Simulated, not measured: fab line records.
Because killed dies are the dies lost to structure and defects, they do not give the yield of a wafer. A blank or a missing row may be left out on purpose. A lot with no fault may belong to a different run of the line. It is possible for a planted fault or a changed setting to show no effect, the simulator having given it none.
Comparing a struck lot with a sound one -- flow nand harc -- 41 out of 1302 route steps
Sound: wafers L675.1, L675.3, L675.4. Struck: wafer L693.1 (left out: L693.3, L693.4 of the same lot, which were not struck); the cause appears at the end.
Order at every step that has rows: each side's tool, ch and its chambers, its first start. Under that, the readings that differ: sound wafers -- struck wafers -- difference of the means -- sigmas: that difference in standard deviations of wafers without a fault.
alike: words and numbers the same on both sides, and readings whose means are apart by under 2 such deviations; not compared: readings that were withheld, readings missing a value for some wafer, numbers with overlapping values and no deviation given by the record, and bounds like >300 which may hide the same value.
The two part at a step that has a row with sigmas, a row that says differs or no value, or rows on one side only. When numbers do not overlap yet have no deviation, they are printed without sigmas and do not part them. Lack of a reading on every wafer of one side parts them only where that side has two or more wafers.

NHARC_P_M1_OVL_MEAS_10: pitch 260 nm.
  sound on overlay-01, day 6 01:22; struck on overlay-02, day 13 22:11
  alike: overlay x nm, overlay y nm
NHARC_P_M1_INSPECT_11:
  sound on defect inspect-01, day 6 01:24; struck on defect inspect-02, day 13 22:13
  alike: raw defect count
then, 3 steps without rows for these wafers: NHARC_P_M1_DESCUM_14 (chemistry O2, time 3 s); NHARC_P_M1_ETCH_35 (etches the open film in N2/H2, target depth 40 nm, overetch 12 nm, time 43.94 s); NHARC_P_M1_ETCH_15 (etches the open film in C4F8/Ar, target depth 182.5 nm, time 91.2 s).
NHARC_P_M1_CD_MEAS_16:
  sound on cd sem-01, day 6 01:46; struck on cd sem-02, day 13 22:39
  alike: cd nm
NHARC_P_M1_STRIP_18: strips in N2/H2.
  sound on rie diel-03 ch 0,1,2, day 6 01:50; struck on rie diel-02 ch 3, day 13 22:44
reading,sound,struck,difference,sigmas
rf hours counter h (h),1 1 1,8,+7,
  alike: drypump motor current A, oes product au, rf vpp V, showerhead plenum p Torr, throttle valve pct
then, 5 steps without rows for these wafers: NHARC_P_M1_ETCH_28 (etches the open film in CF4/N2, target depth 30 nm, time 72.99 s); NHARC_P_M1_STRIP_19 (strips in post etch residue remover, time 600 s); NHARC_P_M1_DEGAS_29 (time 60 s); NHARC_P_M1_PRE_CLEAN_30 (time 30 s); NHARC_P_M1_PVD_20 (deposits TaN, target thk 5 nm, time 8.06 s).
NHARC_P_M1_PVD_21: deposits Cu, target thk 30 nm, time 20.49 s.
  sound on pvd sputter-02, day 6 02:43; struck on pvd sputter-03, day 13 23:40
  alike: chamber pressure pa, throttle valve pct
then, 1 step without rows for these wafers: NHARC_P_M1_ECD_22 (material Cu, target thk 400 nm).
NHARC_P_M1_ANNEAL_31: time 90 s.
  sound on rtp anneal-01 ch 0, day 6 03:26; struck on rtp anneal-02 ch 0, day 14 00:11
  alike: wafer_temp_C_max
then, 2 steps without rows for these wafers: NHARC_P_M1_CMP_23 (polishes, t overpolish 20 s, target thk 157.82 nm); NHARC_P_M1_SRD_25.
NHARC_P_M1_INSPECT_27:
  sound on defect inspect-02, day 6 04:16; struck on defect inspect-02, day 14 01:00
  alike: raw defect count
then, 12 steps without rows for these wafers: NHARC_P_M1_PRE_CLEAN_32 (time 12 s); NHARC_P_M1_DEP_33 (deposits SiCN, target thk 30 nm); NHARC_P_M2_DEP_00 (deposits SiOC, target thk 182.5 nm); NHARC_P_M2_DEHYDRATE_01 (time 120 s); NHARC_P_M2_HMDS_02 (time 30 s); NHARC_P_M2_COAT_34 (time 65 s); NHARC_P_M2_COAT_03 (resist thk 90 nm); NHARC_P_M2_SOFTBAKE_04 (time 55 s); NHARC_P_M2_EBR_05; NHARC_P_M2_EXPOSE_06 (exposes mask P M2, target cd 170 nm); NHARC_P_M2_PEB_07 (peb time 65 s); NHARC_P_M2_DEVELOP_08 (develop time 35 s).
NHARC_P_M2_CD_MEAS_09: the cd target is 170 nm.
  the record has rows for the sound wafers here (cd sem-02 ch 0, day 6 05:38) and none for the struck ones
NHARC_P_M2_OVL_MEAS_10: pitch 340 nm.
  the record has rows for the sound wafers here (overlay-02, day 6 05:43) and none for the struck ones
NHARC_P_M2_INSPECT_11:
  the record has rows for the sound wafers here (defect inspect-02, day 6 05:45) and none for the struck ones
then, 1 step without rows for these wafers: NHARC_P_M2_DESCUM_14 (chemistry O2, time 3 s).
NHARC_P_M2_ETCH_35: etches the open film in N2/H2, target depth 40 nm, overetch 12 nm, time 43.94 s.
  the record has rows for the sound wafers here (rie diel-13 ch 0,1,2, day 6 05:54) and none for the struck ones
NHARC_P_M2_ETCH_15: etches the open film in C4F8/Ar, target depth 182.5 nm, time 91.2 s.
  the record has rows for the sound wafers here (rie diel-13 ch 1,2,3) and none for the struck ones
NHARC_P_M2_CD_MEAS_16:
  the record has rows for the sound wafers here (cd sem-03, day 6 06:07) and none for the struck ones
then, 1 step without rows for these wafers: NHARC_P_M2_STRIP_18 (strips in N2/H2).
NHARC_P_M2_ETCH_28: etches the open film in CF4/N2, target depth 30 nm, time 72.99 s.
  the record has rows for the sound wafers here (rie diel-13 ch 0,1,2) and none for the struck ones
then, 1 step without rows for these wafers: NHARC_P_M2_STRIP_19 (strips in post etch residue remover, time 600 s).
-- record jumps: 18 days between struck wafers' starts before vs after; left off in module P_M2, resumes in module END, first step shown is number 1302 of the route --
NHARC_END_SORT_01:
  sound on prober-02 ch 0, day 23 14:49; struck on prober-01 ch 0, day 32 08:05
reading,sound,struck,difference,sigmas
defect limited yield (%),90.1 91.6 91.0,0,-91,-34
killed at periphery,8 2 1,616,+612,+99 or more
killed dies,67 57 61,677,+615,+34
sort_bin_2_pct (%),3.2 2.8 4.0,94.2,+90.9,+76
sort n pass,610 620 616,0,-615,-34
sort rim yield pct (%),92 90 89,0,-90,-22
sort yield pct (%),90.1 91.6 91.0,0,-91,-34
  alike: killed at array, killed at other, killed open, killed short, sort_bin_3_pct, sort_bin_4_pct

## WHERE THEY PART
First at NHARC_P_M2_CD_MEAS_09; last, within this record, at NHARC_END_SORT_01.

WHY: whatever the simulator had introduced
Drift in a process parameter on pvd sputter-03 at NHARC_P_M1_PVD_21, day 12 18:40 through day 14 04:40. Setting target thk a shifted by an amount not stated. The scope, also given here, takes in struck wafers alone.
